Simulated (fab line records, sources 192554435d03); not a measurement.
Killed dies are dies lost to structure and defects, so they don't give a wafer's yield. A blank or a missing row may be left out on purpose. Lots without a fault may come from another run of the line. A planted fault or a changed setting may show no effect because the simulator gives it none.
Chamber matching | flow n5_finfet | N5_PASSIVATION_VIA_ETCH_13 on rie_diel-04: 4 sister chambers
The step etches SiO2 in CHF3/O2, target depth 660 nm, time 330 s. 18 wafers are shown with their chamber, then 9 later ones without.

WAFERS WITH THEIR CHAMBER
wafer  | chamber | showerhead_plenum_p_Torr (Torr) | throttle_valve_pct (%) | oes_product_au (a.u.)
L076.2 | 1       | 2.50                            | 19.10                  | 0.65
L076.4 | 3       | 2.53                            | 18.78                  | 0.74
L076.6 | 2       | 2.45                            | 18.78                  | 0.80
L079.1 | 1       | 2.49                            | 19.09                  | 0.64
L079.3 | 3       | 2.53                            | 18.78                  | 0.74
L079.5 | 0       | 2.35                            | 18.53                  | 0.75
L082.2 | 1       | 2.49                            | 19.09                  | 0.63
L082.3 | 2       | 2.44                            | 18.76                  | 0.79
L082.6 | 2       | 2.44                            | 18.78                  | 0.79
L086.3 | 1       | 2.49                            | 19.11                  | 0.64
L086.4 | 3       | 2.52                            | 18.80                  | 0.72
L086.5 | 2       | 2.44                            | 18.80                  | 0.80
L088.2 | 2       | 2.44                            | 18.79                  | 0.78
L088.3 | 0       | 2.35                            | 18.55                  | 0.74
L088.6 | 2       | 2.44                            | 18.81                  | 0.79
L089.1 | 1       | 2.49                            | 19.12                  | 0.62
L089.4 | 2       | 2.44                            | 18.80                  | 0.77
L089.6 | 2       | 2.44                            | 18.80                  | 0.78

SIGNATURES (means of the wafers above)
reading                  | chamber 0 | chamber 1 | chamber 2 | chamber 3 | scatter within a chamber
showerhead_plenum_p_Torr | 2.3500    | 2.4920    | 2.4413    | 2.5267    | 0.00409
throttle_valve_pct       | 18.5400   | 19.1020   | 18.7900   | 18.7867   | 0.0145
oes_product_au           | 0.7450    | 0.6360    | 0.7875    | 0.7333    | 0.0106
Rule: a wafer's distance from a chamber is the root of the sum, over the readings, of the square of ((its reading less the chamber's mean) divided by the reading's scatter). The wafer belongs to the nearest chamber; if the next one is less than 2 further off, it can't be placed. The scatter: the root of (the sum of the squares of (reading less its chamber's mean) over the shown wafers, divided by (wafers less chambers)).

WAFERS WITHOUT THEIR CHAMBER
wafer  | showerhead_plenum_p_Torr (Torr) | throttle_valve_pct (%) | oes_product_au (a.u.)
L092.3 | 2.44                            | 18.81                  | 0.78
L092.5 | 2.52                            | 18.82                  | 0.72
L092.6 | 2.34                            | 18.55                  | 0.72
L097.4 | 2.48                            | 19.14                  | 0.62
L097.5 | 2.51                            | 18.82                  | 0.70
L097.6 | 2.34                            | 18.56                  | 0.72
L096.2 | 2.43                            | 18.81                  | 0.75
L096.3 | 2.34                            | 18.58                  | 0.72
L096.5 | 2.48                            | 19.15                  | 0.62

WHICH CHAMBER EACH WENT THROUGH
wafer  | from the rows above | in truth
L092.3 | 2                   | 2
L092.5 | 3                   | 3
L092.6 | 0                   | 0
L097.4 | 1                   | 1
L097.5 | 3                   | 3
L097.6 | 0                   | 0
L096.2 | 2                   | 2
L096.3 | 0                   | 0
L096.5 | 1                   | 1
Placed correctly: 9 of 9. Can't be placed from these rows: 0. Placed wrongly: 0.
